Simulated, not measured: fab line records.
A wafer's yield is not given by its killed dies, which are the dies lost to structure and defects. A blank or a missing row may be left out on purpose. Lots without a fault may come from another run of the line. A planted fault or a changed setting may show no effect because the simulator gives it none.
fab line records :: flow n5_finfet
record
  lots=7
  wafers=21
route steps=1938 shown BEOL_M15@1820 PASS1_DEP@1831
start_h: hours from the record's opening day to when the first of the lot's shown wafers began :: wait_h: time in hours since the lot's previous step :: " the same as in the row above :: L1.1+2: a single row standing in for several wafers :: - either no value or no given start :: * or withheld: withheld :: < > ~ a bound
route shown NAME@n: NAME is a module with steps in the file, n the number in the route of the first one :: usual: mean/standard deviation taken from wafers without a fault :: same: alike in all rows :: chamber/n: place in a boat :: sites: per-site readings :: _std_site: how widely they spread, as a standard deviation :: _edge_site: inner sites' mean taken away from outer sites' mean :: radius_mm: for every site, how far away it sits from the centre of the wafer :: mask NAME#n: copy n :: behind: the last tool/chamber to shape the wafer :: hold: the reason the lot was held/the length of the hold in hours/how it ended :: device: the transistor (n, p or np) that didn't switch :: end of line: tests of these same wafers at the route's end :: a step with no rows: only its recipe :: killed: dies lost to structure and defects at the first sort, not the wafer's yield :: map: a wafer's dies, x killed, . not, _ none there
set.NAME: the setting that was run; set.NAME@STEP: the one run at that earlier step :: model.NAME: the simulator's own value behind a step, which no gauge read
lots run with intentionally changed settings; tables by step, rows by wafer
## steps
# step N5_BEOL_M15_SPUTTER_44
# recipe
  material=Ta
  target_thk_a=150
  temp_c=50
  bias_v=80
  power_w=15000
  chamber_pressure_pa=0.07
  time_s=24.19
lot.wafer: L074.1+4
tool: pvd_sputter-01
chamber: -
start_h: 273.90
wait_h: 0.0
set.power_w: 15000
model.Ta_of_BEOL_M15_SPUTTER_44.thk_nm: 15.4

lot.wafer: L074.3
tool: pvd_sputter-01
chamber: -
start_h: 273.90
wait_h: 0.0
set.power_w: 15000
model.Ta_of_BEOL_M15_SPUTTER_44.thk_nm: 15.2

lot.wafer: L081.4+5
tool: pvd_sputter-03
chamber: -
start_h: 309.78
wait_h: 0.0
set.power_w: 12500
model.Ta_of_BEOL_M15_SPUTTER_44.thk_nm: 12.8

lot.wafer: L081.6
tool: pvd_sputter-03
chamber: -
start_h: 309.78
wait_h: 0.0
set.power_w: 15000
model.Ta_of_BEOL_M15_SPUTTER_44.thk_nm: 15.6

lot.wafer: L084.1+2
tool: pvd_sputter-03
chamber: -
start_h: 325.65
wait_h: 0.0
set.power_w: 12430
model.Ta_of_BEOL_M15_SPUTTER_44.thk_nm: 12.6

lot.wafer: L084.6
tool: pvd_sputter-03
chamber: -
start_h: 325.65
wait_h: 0.0
set.power_w: 12430
model.Ta_of_BEOL_M15_SPUTTER_44.thk_nm: 12.8

lot.wafer: L086.3+4+5
tool: pvd_sputter-01
chamber: -
start_h: 338.82
wait_h: 0.0
set.power_w: 15000
model.Ta_of_BEOL_M15_SPUTTER_44.thk_nm: 15.2

lot.wafer: L089.2
tool: pvd_sputter-02
chamber: -
start_h: 352.12
wait_h: 0.0
set.power_w: 13320
model.Ta_of_BEOL_M15_SPUTTER_44.thk_nm: 13.6

lot.wafer: L089.3
tool: pvd_sputter-02
chamber: -
start_h: 352.12
wait_h: 0.0
set.power_w: 13320
model.Ta_of_BEOL_M15_SPUTTER_44.thk_nm: 13.4

lot.wafer: L089.6
tool: pvd_sputter-02
chamber: -
start_h: 352.12
wait_h: 0.0
set.power_w: 15000
model.Ta_of_BEOL_M15_SPUTTER_44.thk_nm: 15

lot.wafer: L090.2+3
tool: pvd_sputter-01
chamber: -
start_h: 360.89
wait_h: 0.0
set.power_w: 15000
model.Ta_of_BEOL_M15_SPUTTER_44.thk_nm: 15.2

lot.wafer: L090.5
tool: pvd_sputter-01
chamber: -
start_h: 360.89
wait_h: 0.0
set.power_w: 15000
model.Ta_of_BEOL_M15_SPUTTER_44.thk_nm: 15

lot.wafer: L091.3
tool: pvd_sputter-02
chamber: -
start_h: 361.97
wait_h: 0.0
set.power_w: 15960
model.Ta_of_BEOL_M15_SPUTTER_44.thk_nm: 16

lot.wafer: L091.4+6
tool: pvd_sputter-02
chamber: -
start_h: 361.97
wait_h: 0.0
set.power_w: 15000
model.Ta_of_BEOL_M15_SPUTTER_44.thk_nm: 15.2
# step N5_BEOL_M15_SPUTTER_45
# recipe
  material=Cu
  target_thk_a=1000
  temp_c=-20
  bias_v=60
  power_w=26000
  chamber_pressure_pa=0.13
  time_s=16.67
# step N5_BEOL_M15_ECD_47
# recipe
  material=Cu
  target_thk_a=18600
# step N5_BEOL_M15_ANNEAL_48
# recipe
  temp_c=225
  time_s=90
  ambient=N2
# step N5_BEOL_M15_CMP_49
# recipe
  stop_on=SiO2
  t_overpolish_s=4.9
  down_force_psi=2
  platen_rpm=80
  clearing_platen_down_force_psi=2
  clearing_platen_rpm=80
  post_cmp_clean=cu_alkaline
  target_thk_nm=850
  clearing_platen_pad_velocity_m_s=1.5917
  pad_velocity_m_s=1.5917
lot.wafer: L074.4
tool: cmp-01
chamber: 1
start_h: 274.63
wait_h: 0.1
set.time_s@BEOL_M15_TRENCH_ETCH_34: 181.8
model.Cu_of_BEOL_M15_ECD_47.thk_nm: 771.6

lot.wafer: L074.3
tool: cmp-01
chamber: 2
start_h: 274.63
wait_h: 0.1
set.time_s@BEOL_M15_TRENCH_ETCH_34: 199
model.Cu_of_BEOL_M15_ECD_47.thk_nm: 838.6

lot.wafer: L074.1
tool: cmp-01
chamber: 0
start_h: 274.63
wait_h: 0.1
set.time_s@BEOL_M15_TRENCH_ETCH_34: 199
model.Cu_of_BEOL_M15_ECD_47.thk_nm: 868.4

lot.wafer: L081.4
tool: cmp-01
chamber: 2
start_h: 310.71
wait_h: 0.2
set.time_s@BEOL_M15_TRENCH_ETCH_34: 162.2
model.Cu_of_BEOL_M15_ECD_47.thk_nm: 713.2

lot.wafer: L081.6
tool: cmp-01
chamber: 1
start_h: 310.71
wait_h: 0.2
set.time_s@BEOL_M15_TRENCH_ETCH_34: 162.2
model.Cu_of_BEOL_M15_ECD_47.thk_nm: 691

lot.wafer: L081.5
tool: cmp-01
chamber: 2
start_h: 310.71
wait_h: 0.2
set.time_s@BEOL_M15_TRENCH_ETCH_34: 199
model.Cu_of_BEOL_M15_ECD_47.thk_nm: 874.4

lot.wafer: L084.2
tool: cmp-04
chamber: 1
start_h: 326.42
wait_h: 0.2
set.time_s@BEOL_M15_TRENCH_ETCH_34: 199
model.Cu_of_BEOL_M15_ECD_47.thk_nm: 854

lot.wafer: L084.1
tool: cmp-04
chamber: 3
start_h: 326.42
wait_h: 0.2
set.time_s@BEOL_M15_TRENCH_ETCH_34: 224.5
model.Cu_of_BEOL_M15_ECD_47.thk_nm: 993.6

lot.wafer: L084.6
tool: cmp-04
chamber: 1
start_h: 326.42
wait_h: 0.2
set.time_s@BEOL_M15_TRENCH_ETCH_34: 224.5
model.Cu_of_BEOL_M15_ECD_47.thk_nm: 987.8

lot.wafer: L086.3
tool: cmp-03
chamber: 1
start_h: 339.56
wait_h: 0.2
set.time_s@BEOL_M15_TRENCH_ETCH_34: 199
model.Cu_of_BEOL_M15_ECD_47.thk_nm: 837

lot.wafer: L086.4
tool: cmp-03
chamber: 3
start_h: 339.56
wait_h: 0.2
set.time_s@BEOL_M15_TRENCH_ETCH_34: 199
model.Cu_of_BEOL_M15_ECD_47.thk_nm: 863.8

lot.wafer: L086.5
tool: cmp-03
chamber: 2
start_h: 339.56
wait_h: 0.2
set.time_s@BEOL_M15_TRENCH_ETCH_34: 239.9
model.Cu_of_BEOL_M15_ECD_47.thk_nm: 1005

lot.wafer: L089.3
tool: cmp-04
chamber: 0
start_h: 353.69
wait_h: 0.3
set.time_s@BEOL_M15_TRENCH_ETCH_34: 159.2
model.Cu_of_BEOL_M15_ECD_47.thk_nm: 678

lot.wafer: L089.2
tool: cmp-04
chamber: 3
start_h: 353.69
wait_h: 0.3
set.time_s@BEOL_M15_TRENCH_ETCH_34: 199
model.Cu_of_BEOL_M15_ECD_47.thk_nm: 885.8

lot.wafer: L089.6
tool: cmp-04
chamber: 1
start_h: 353.69
wait_h: 0.3
set.time_s@BEOL_M15_TRENCH_ETCH_34: 199
model.Cu_of_BEOL_M15_ECD_47.thk_nm: 876

lot.wafer: L090.3
tool: cmp-03
chamber: 3
start_h: 361.67
wait_h: 0.2
set.time_s@BEOL_M15_TRENCH_ETCH_34: 199
model.Cu_of_BEOL_M15_ECD_47.thk_nm: 832

lot.wafer: L090.2
tool: cmp-03
chamber: 0
start_h: 361.67
wait_h: 0.2
set.time_s@BEOL_M15_TRENCH_ETCH_34: 199
model.Cu_of_BEOL_M15_ECD_47.thk_nm: 860

lot.wafer: L090.5
tool: cmp-03
chamber: 2
start_h: 361.67
wait_h: 0.2
set.time_s@BEOL_M15_TRENCH_ETCH_34: 199
model.Cu_of_BEOL_M15_ECD_47.thk_nm: 853

lot.wafer: L091.4
tool: cmp-03
chamber: 0
start_h: 362.74
wait_h: 0.2
set.time_s@BEOL_M15_TRENCH_ETCH_34: 199
model.Cu_of_BEOL_M15_ECD_47.thk_nm: 873.4

lot.wafer: L091.3
tool: cmp-03
chamber: 2
start_h: 362.74
wait_h: 0.2
set.time_s@BEOL_M15_TRENCH_ETCH_34: 199
model.Cu_of_BEOL_M15_ECD_47.thk_nm: 870.8

lot.wafer: L091.6
tool: cmp-03
chamber: 0
start_h: 362.74
wait_h: 0.2
set.time_s@BEOL_M15_TRENCH_ETCH_34: 199
model.Cu_of_BEOL_M15_ECD_47.thk_nm: 848.4
# step N5_BEOL_M15_THK_MEAS_50
# recipe
  thk_meas_gauge=xrf
  reads=Cu_of_BEOL_M15_ECD_47
# usual
  M15_THK=867/18
lot.wafer: L074.1
tool: film_metro-01
chamber: -
start_h: 274.93
wait_h: -
set.time_s@BEOL_M15_TRENCH_ETCH_34: 199
M15_THK[nm]: 882

lot.wafer: L074.3
tool: film_metro-01
chamber: -
start_h: 274.93
wait_h: -
set.time_s@BEOL_M15_TRENCH_ETCH_34: 199
M15_THK[nm]: 850

lot.wafer: L074.4
tool: film_metro-01
chamber: -
start_h: 274.93
wait_h: -
set.time_s@BEOL_M15_TRENCH_ETCH_34: 181.8
M15_THK[nm]: 779

lot.wafer: L081.4
tool: film_metro-02
chamber: -
start_h: 310.97
wait_h: -
set.time_s@BEOL_M15_TRENCH_ETCH_34: 162.2
M15_THK[nm]: 716

lot.wafer: L081.5
tool: film_metro-02
chamber: -
start_h: 310.97
wait_h: -
set.time_s@BEOL_M15_TRENCH_ETCH_34: 199
M15_THK[nm]: 879

lot.wafer: L081.6
tool: film_metro-02
chamber: -
start_h: 310.97
wait_h: -
set.time_s@BEOL_M15_TRENCH_ETCH_34: 162.2
M15_THK[nm]: 697

lot.wafer: L084.1
tool: film_metro-01
chamber: -
start_h: 326.68
wait_h: -
set.time_s@BEOL_M15_TRENCH_ETCH_34: 224.5
M15_THK[nm]: 1007

lot.wafer: L084.2
tool: film_metro-01
chamber: -
start_h: 326.68
wait_h: -
set.time_s@BEOL_M15_TRENCH_ETCH_34: 199
M15_THK[nm]: 867

lot.wafer: L084.6
tool: film_metro-01
chamber: -
start_h: 326.68
wait_h: -
set.time_s@BEOL_M15_TRENCH_ETCH_34: 224.5
M15_THK[nm]: 1005

lot.wafer: L086.3
tool: film_metro-01
chamber: -
start_h: 339.86
wait_h: -
set.time_s@BEOL_M15_TRENCH_ETCH_34: 199
M15_THK[nm]: 852

lot.wafer: L086.4
tool: film_metro-01
chamber: -
start_h: 339.86
wait_h: -
set.time_s@BEOL_M15_TRENCH_ETCH_34: 199
M15_THK[nm]: 887

lot.wafer: L086.5
tool: film_metro-01
chamber: -
start_h: 339.86
wait_h: -
set.time_s@BEOL_M15_TRENCH_ETCH_34: 239.9
M15_THK[nm]: 1033

lot.wafer: L089.2
tool: film_metro-02
chamber: -
start_h: 353.99
wait_h: -
set.time_s@BEOL_M15_TRENCH_ETCH_34: 199
M15_THK[nm]: 899

lot.wafer: L089.3
tool: film_metro-02
chamber: -
start_h: 353.99
wait_h: -
set.time_s@BEOL_M15_TRENCH_ETCH_34: 159.2
M15_THK[nm]: 688

lot.wafer: L089.6
tool: film_metro-02
chamber: -
start_h: 353.99
wait_h: -
set.time_s@BEOL_M15_TRENCH_ETCH_34: 199
M15_THK[nm]: 889

lot.wafer: L090.2
tool: film_metro-02
chamber: -
start_h: 361.92
wait_h: -
set.time_s@BEOL_M15_TRENCH_ETCH_34: 199
M15_THK[nm]: 876

lot.wafer: L090.3
tool: film_metro-02
chamber: -
start_h: 361.92
wait_h: -
set.time_s@BEOL_M15_TRENCH_ETCH_34: 199
M15_THK[nm]: 848

lot.wafer: L090.5
tool: film_metro-02
chamber: -
start_h: 361.92
wait_h: -
set.time_s@BEOL_M15_TRENCH_ETCH_34: 199
M15_THK[nm]: 867

lot.wafer: L091.3
tool: film_metro-02
chamber: -
start_h: 363.00
wait_h: -
set.time_s@BEOL_M15_TRENCH_ETCH_34: 199
M15_THK[nm]: 896

lot.wafer: L091.4
tool: film_metro-02
chamber: -
start_h: 363.00
wait_h: -
set.time_s@BEOL_M15_TRENCH_ETCH_34: 199
M15_THK[nm]: 899

lot.wafer: L091.6
tool: film_metro-02
chamber: -
start_h: 363.00
wait_h: -
set.time_s@BEOL_M15_TRENCH_ETCH_34: 199
M15_THK[nm]: 873
# step N5_BEOL_M15_PRE_CLEAN_52
# recipe
  gas=NH3
  time_s=15
  temp_c=withheld
  rf_power_w=300
# step N5_BEOL_M15_DEP_53
# recipe
  material=SiCN
  target_thk_a=500
  temp_c=withheld
  precursor=3MS/NH3
  pressure_torr=3
  rf_w=675
  time_s=17.8
# step N5_BEOL_M15_RS_MEAS_54
# recipe
  thk_meas_gauge=four-point-probe
  reads=Cu_of_BEOL_M15_ECD_47+Ta_of_BEOL_M15_SPUTTER_44+TaN_of_BEOL_M15_SPUTTER_43
# usual
  M15_RS=0.0215/0.00043
lot.wafer: L074.1
tool: film_metro-01
chamber: -
start_h: 275.06
wait_h: 0.0
set.time_s@BEOL_M15_TRENCH_ETCH_34: 199
M15_RS[ohm/sq]: 0.0211

lot.wafer: L074.3
tool: film_metro-01
chamber: -
start_h: 275.06
wait_h: 0.0
set.time_s@BEOL_M15_TRENCH_ETCH_34: 199
M15_RS[ohm/sq]: 0.0218

lot.wafer: L074.4
tool: film_metro-01
chamber: -
start_h: 275.06
wait_h: 0.0
set.time_s@BEOL_M15_TRENCH_ETCH_34: 181.8
M15_RS[ohm/sq]: 0.0238

lot.wafer: L081.4
tool: film_metro-01
chamber: -
start_h: 311.09
wait_h: 0.0
set.time_s@BEOL_M15_TRENCH_ETCH_34: 162.2
M15_RS[ohm/sq]: 0.0257

lot.wafer: L081.5
tool: film_metro-01
chamber: -
start_h: 311.09
wait_h: 0.0
set.time_s@BEOL_M15_TRENCH_ETCH_34: 199
M15_RS[ohm/sq]: 0.0209

lot.wafer: L081.6
tool: film_metro-01
chamber: -
start_h: 311.09
wait_h: 0.0
set.time_s@BEOL_M15_TRENCH_ETCH_34: 162.2
M15_RS[ohm/sq]: 0.0266

lot.wafer: L084.1
tool: film_metro-02
chamber: -
start_h: 326.81
wait_h: 0.0
set.time_s@BEOL_M15_TRENCH_ETCH_34: 224.5
M15_RS[ohm/sq]: 0.0184

lot.wafer: L084.2
tool: film_metro-02
chamber: -
start_h: 326.81
wait_h: 0.0
set.time_s@BEOL_M15_TRENCH_ETCH_34: 199
M15_RS[ohm/sq]: 0.0214

lot.wafer: L084.6
tool: film_metro-02
chamber: -
start_h: 326.81
wait_h: 0.0
set.time_s@BEOL_M15_TRENCH_ETCH_34: 224.5
M15_RS[ohm/sq]: 0.0185

lot.wafer: L086.3
tool: film_metro-01
chamber: -
start_h: 339.98
wait_h: 0.1
set.time_s@BEOL_M15_TRENCH_ETCH_34: 199
M15_RS[ohm/sq]: 0.0219

lot.wafer: L086.4
tool: film_metro-01
chamber: -
start_h: 339.98
wait_h: 0.1
set.time_s@BEOL_M15_TRENCH_ETCH_34: 199
M15_RS[ohm/sq]: 0.0212

lot.wafer: L086.5
tool: film_metro-01
chamber: -
start_h: 339.98
wait_h: 0.1
set.time_s@BEOL_M15_TRENCH_ETCH_34: 239.9
M15_RS[ohm/sq]: 0.0182

lot.wafer: L089.2
tool: film_metro-01
chamber: -
start_h: 354.12
wait_h: 0.1
set.time_s@BEOL_M15_TRENCH_ETCH_34: 199
M15_RS[ohm/sq]: 0.0207

lot.wafer: L089.3
tool: film_metro-01
chamber: -
start_h: 354.12
wait_h: 0.1
set.time_s@BEOL_M15_TRENCH_ETCH_34: 159.2
M15_RS[ohm/sq]: 0.0272

lot.wafer: L089.6
tool: film_metro-01
chamber: -
start_h: 354.12
wait_h: 0.1
set.time_s@BEOL_M15_TRENCH_ETCH_34: 199
M15_RS[ohm/sq]: 0.0209

lot.wafer: L090.2
tool: film_metro-02
chamber: -
start_h: 362.05
wait_h: 0.1
set.time_s@BEOL_M15_TRENCH_ETCH_34: 199
M15_RS[ohm/sq]: 0.0213

lot.wafer: L090.3
tool: film_metro-02
chamber: -
start_h: 362.05
wait_h: 0.1
set.time_s@BEOL_M15_TRENCH_ETCH_34: 199
M15_RS[ohm/sq]: 0.0220

lot.wafer: L090.5
tool: film_metro-02
chamber: -
start_h: 362.05
wait_h: 0.1
set.time_s@BEOL_M15_TRENCH_ETCH_34: 199
M15_RS[ohm/sq]: 0.0215

lot.wafer: L091.3
tool: film_metro-01
chamber: -
start_h: 363.13
wait_h: 0.1
set.time_s@BEOL_M15_TRENCH_ETCH_34: 199
M15_RS[ohm/sq]: 0.0210

lot.wafer: L091.4
tool: film_metro-01
chamber: -
start_h: 363.13
wait_h: 0.1
set.time_s@BEOL_M15_TRENCH_ETCH_34: 199
M15_RS[ohm/sq]: 0.0209

lot.wafer: L091.6
tool: film_metro-01
chamber: -
start_h: 363.13
wait_h: 0.1
set.time_s@BEOL_M15_TRENCH_ETCH_34: 199
M15_RS[ohm/sq]: 0.0216
# step N5_PASSIVATION_PECVD_00
# recipe
  material=SiO2
  target_thk_a=2000
  temp_c=400
  precursor=SiH4/N2O
  pressure_torr=2.7
  rf_w=608
  time_s=11.2
lot.wafer: L074.1
tool: pecvd-01
chamber: 0
start_h: 276.07
wait_h: 0.8
set.time_s: 11.2
model.SiO2_of_PASSIVATION_PECVD_00.thk_nm: 201.2

lot.wafer: L074.3
tool: pecvd-01
chamber: 2
start_h: 276.07
wait_h: 0.8
set.time_s: 11.2
model.SiO2_of_PASSIVATION_PECVD_00.thk_nm: 200.2

lot.wafer: L074.4
tool: pecvd-01
chamber: 1
start_h: 276.07
wait_h: 0.8
set.time_s: 12.42
model.SiO2_of_PASSIVATION_PECVD_00.thk_nm: 228.6

lot.wafer: L081.4
tool: pecvd-01
chamber: 1
start_h: 312.13
wait_h: 0.4
set.time_s: 11.2
model.SiO2_of_PASSIVATION_PECVD_00.thk_nm: 205

lot.wafer: L081.5
tool: pecvd-01
chamber: 0
start_h: 312.13
wait_h: 0.4
set.time_s: 11.2
model.SiO2_of_PASSIVATION_PECVD_00.thk_nm: 203

lot.wafer: L081.6
tool: pecvd-01
chamber: 2
start_h: 312.13
wait_h: 0.4
set.time_s: 11.2
model.SiO2_of_PASSIVATION_PECVD_00.thk_nm: 203.4

lot.wafer: L084.1
tool: pecvd-02
chamber: 0
start_h: 327.83
wait_h: 0.8
set.time_s: 11.2
model.SiO2_of_PASSIVATION_PECVD_00.thk_nm: 198

lot.wafer: L084.2
tool: pecvd-02
chamber: 2
start_h: 327.83
wait_h: 0.8
set.time_s: 11.2
model.SiO2_of_PASSIVATION_PECVD_00.thk_nm: 194.8

lot.wafer: L084.6
tool: pecvd-02
chamber: 1
start_h: 327.83
wait_h: 0.8
set.time_s: 10.31
model.SiO2_of_PASSIVATION_PECVD_00.thk_nm: 181.8

lot.wafer: L086.3
tool: pecvd-02
chamber: 0
start_h: 341.00
wait_h: 0.5
set.time_s: 11.2
model.SiO2_of_PASSIVATION_PECVD_00.thk_nm: 197.4

lot.wafer: L086.4
tool: pecvd-02
chamber: 1
start_h: 341.00
wait_h: 0.5
set.time_s: 11.2
model.SiO2_of_PASSIVATION_PECVD_00.thk_nm: 200

lot.wafer: L086.5
tool: pecvd-02
chamber: 0
start_h: 341.00
wait_h: 0.5
set.time_s: 11.64
model.SiO2_of_PASSIVATION_PECVD_00.thk_nm: 208.2

lot.wafer: L089.2
tool: pecvd-02
chamber: 1
start_h: 355.13
wait_h: 0.7
set.time_s: 11.2
model.SiO2_of_PASSIVATION_PECVD_00.thk_nm: 196.2

lot.wafer: L089.3
tool: pecvd-02
chamber: 0
start_h: 355.13
wait_h: 0.7
set.time_s: 9.595
model.SiO2_of_PASSIVATION_PECVD_00.thk_nm: 168

lot.wafer: L089.6
tool: pecvd-02
chamber: 0
start_h: 355.13
wait_h: 0.7
set.time_s: 11.2
model.SiO2_of_PASSIVATION_PECVD_00.thk_nm: 201.2

lot.wafer: L090.2
tool: pecvd-04
chamber: 0
start_h: 363.07
wait_h: 0.7
set.time_s: 11.2
model.SiO2_of_PASSIVATION_PECVD_00.thk_nm: 199.2

lot.wafer: L090.3
tool: pecvd-04
chamber: 1
start_h: 363.07
wait_h: 0.7
set.time_s: 11.2
model.SiO2_of_PASSIVATION_PECVD_00.thk_nm: 199.4

lot.wafer: L090.5
tool: pecvd-04
chamber: 2
start_h: 363.07
wait_h: 0.7
set.time_s: 11.2
model.SiO2_of_PASSIVATION_PECVD_00.thk_nm: 206.4

lot.wafer: L091.3
tool: pecvd-02
chamber: 0
start_h: 364.16
wait_h: 0.5
set.time_s: 11.92
model.SiO2_of_PASSIVATION_PECVD_00.thk_nm: 207.8

lot.wafer: L091.4
tool: pecvd-02
chamber: 0
start_h: 364.16
wait_h: 0.5
set.time_s: 11.92
model.SiO2_of_PASSIVATION_PECVD_00.thk_nm: 213.4

lot.wafer: L091.6
tool: pecvd-02
chamber: 1
start_h: 364.16
wait_h: 0.5
set.time_s: 11.92
model.SiO2_of_PASSIVATION_PECVD_00.thk_nm: 213.8
## key
split
  step=N5_BEOL_M15_SPUTTER_44
  setting=power_w
  stated=15000
  by=wafer
response
  step=N5_BEOL_M15_SPUTTER_44
  reading=model.Ta_of_BEOL_M15_SPUTTER_44.thk_nm
  change=+0.154
  per=1%
  r=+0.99
split
  step=N5_PASSIVATION_PECVD_00
  setting=time_s
  stated=11.2
  by=wafer
response
  step=N5_PASSIVATION_PECVD_00
  reading=model.SiO2_of_PASSIVATION_PECVD_00.thk_nm
  change=+2.23
  per=1%
  r=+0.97
split outside_this_file step=N5_BEOL_M15_TRENCH_ETCH_34 setting=time_s
# split outside_this_file: this setting was split too, and the file shows its column; the key of that split is in another file
